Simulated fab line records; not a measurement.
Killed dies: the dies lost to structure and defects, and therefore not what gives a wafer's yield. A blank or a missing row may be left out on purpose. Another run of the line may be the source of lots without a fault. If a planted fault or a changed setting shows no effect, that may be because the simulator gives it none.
Split-lot trial	flow n5_finfet	7 lots, 21 wafers read, on a route of 1938 steps

## THE SPLIT
At N5_BEOL_M15_EXPOSE_07 (exposes mask V14), the setting dose_mj was moved away from the recipe's 41.25 on 13 of the 21 wafers read, by -4.0% to +6.1%. For the rest of the wafers, this setting stayed at what the recipe calls for.

## FROM THE SPLIT TO THE READING: what the file shows between them, 8 steps
- N5_BEOL_M15_PEB_08: peb time 90 s
- N5_BEOL_M15_DEVELOP_09: develop time 45 s
- N5_BEOL_M15_HARDBAKE_14: time 120 s
- N5_BEOL_M15_CD_MEAS_10: target cd 360 nm
- N5_BEOL_M15_STRIP_63: strips in O2 (also split here: pressure_mtorr)
- N5_BEOL_M15_STRIP_64: strips in O2
- N5_BEOL_M15_STRIP_65: strips in post etch residue remover, time 60 s
- N5_BEOL_M15_SRD_66: time 30 s, dry time 30 s

## THE READING
cd_nm, in nm, at N5_BEOL_M15_CD_MEAS_17 (target cd 360 nm). Typical for fault-free wafers on this fab line: 361.3 nm, with standard deviation 2.3 nm.

wafer	tool, chamber at the split	dose_mj as run	against the recipe	cd_nm, nm	against lot-mates on the recipe
L076.2	krf_scanner-01, 0	40.22	-2.5%	356.7	-4.0
L076.4	krf_scanner-01, 0	40.22	-2.5%	357.3	-3.4
L076.6	krf_scanner-01, 0	41.25	recipe	360.7	-
L078.1	krf_scanner-01, 0	43.64	+5.8%	372.2	+12.3
L078.2	krf_scanner-01, 0	41.25	recipe	359.8	-
L078.6	krf_scanner-01, 0	41.25	recipe	360.0	-
L082.3	krf_scanner-02, 0	43.48	+5.4%	371.0	no lot-mate on the recipe
L082.4	krf_scanner-02, 0	43.48	+5.4%	371.1	no lot-mate on the recipe
L082.5	krf_scanner-02, 0	43.48	+5.4%	370.0	no lot-mate on the recipe
L083.1	krf_scanner-02, 0	39.6	-4.0%	356.6	no lot-mate on the recipe
L083.2	krf_scanner-02, 0	39.6	-4.0%	357.9	no lot-mate on the recipe
L083.5	krf_scanner-02, 0	39.6	-4.0%	357.2	no lot-mate on the recipe
L089.2	krf_scanner-01, 0	43.78	+6.1%	370.0	+7.7
L089.3	krf_scanner-01, 0	41.25	recipe	362.3	-
L089.4	krf_scanner-01, 0	43.78	+6.1%	370.8	+8.5
L092.1	krf_scanner-02, 0	41.25	recipe	361.8	-
L092.2	krf_scanner-02, 0	41.25	recipe	361.4	-
L092.4	krf_scanner-02, 0	41.25	recipe	359.3	-
L096.1	krf_scanner-01, 0	40.14	-2.7%	356.0	-5.3
L096.2	krf_scanner-01, 0	40.14	-2.7%	356.4	-4.9
L096.3	krf_scanner-01, 0	41.25	recipe	361.3	-

THE FIT
A straight line over all 21 wafers: cd_nm changes by +1.56 nm for each +1% of dose_mj; r = +0.97; the points scatter about the line by 1.3 nm.
The same after taking each lot's own level away (the mean of its wafers on the recipe; 15 wafers): +1.6 nm for each +1%; r = +0.97; scatter 1.3 nm.
On that fit, the largest move of dose_mj shifts the reading by 9.8 nm.
Measured against the standard deviation above, the lots' own levels, which go from 359.90 to 362.30 nm, span 1.0 times it.
Consequently the slope shifts little with the lot-to-lot level, the two slopes agreeing.
Check: +10.6 nm against its lot-mates is what the line predicts for one of the wafers moved furthest among these (+6.1%) when that wafer is left out of the fit. It came out at +7.7 nm against them.

## OTHER SPLITS APPLIED TO THESE WAFERS
Note: prior to the reading, these wafers also went through further splits. Each is held against what the fit with the lots' levels taken away leaves over:
other split on the same wafers	wafers away from the commonest value	r with cd_nm (lot level and that fit taken away)
N5_BEOL_M12_PEB_08 peb_time_s	6	-0.12
N5_BEOL_M14_ILD_DEP_00 time_s	5	+0.37
N5_BEOL_M14_EXPOSE_07 dose_mj	8	-0.37
N5_BEOL_M15_STRIP_63 pressure_mtorr	12	+0.24

## THE WHOLE CHAIN: every reading that the file lists as answering this split, in the file's order
step	what it does	reading	change (the file's fit)	r (the file's)
N5_BEOL_M15_CD_MEAS_10	target cd 360 nm	cd_nm	+1.64 nm for each +1% of the setting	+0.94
N5_BEOL_M15_CD_MEAS_17	target cd 360 nm	cd_nm	+1.7 nm for each +1% of the setting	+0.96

## THE FILE'S OWN FIT
cd_nm changes by +1.7 nm for each +1% of dose_mj, r = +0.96.
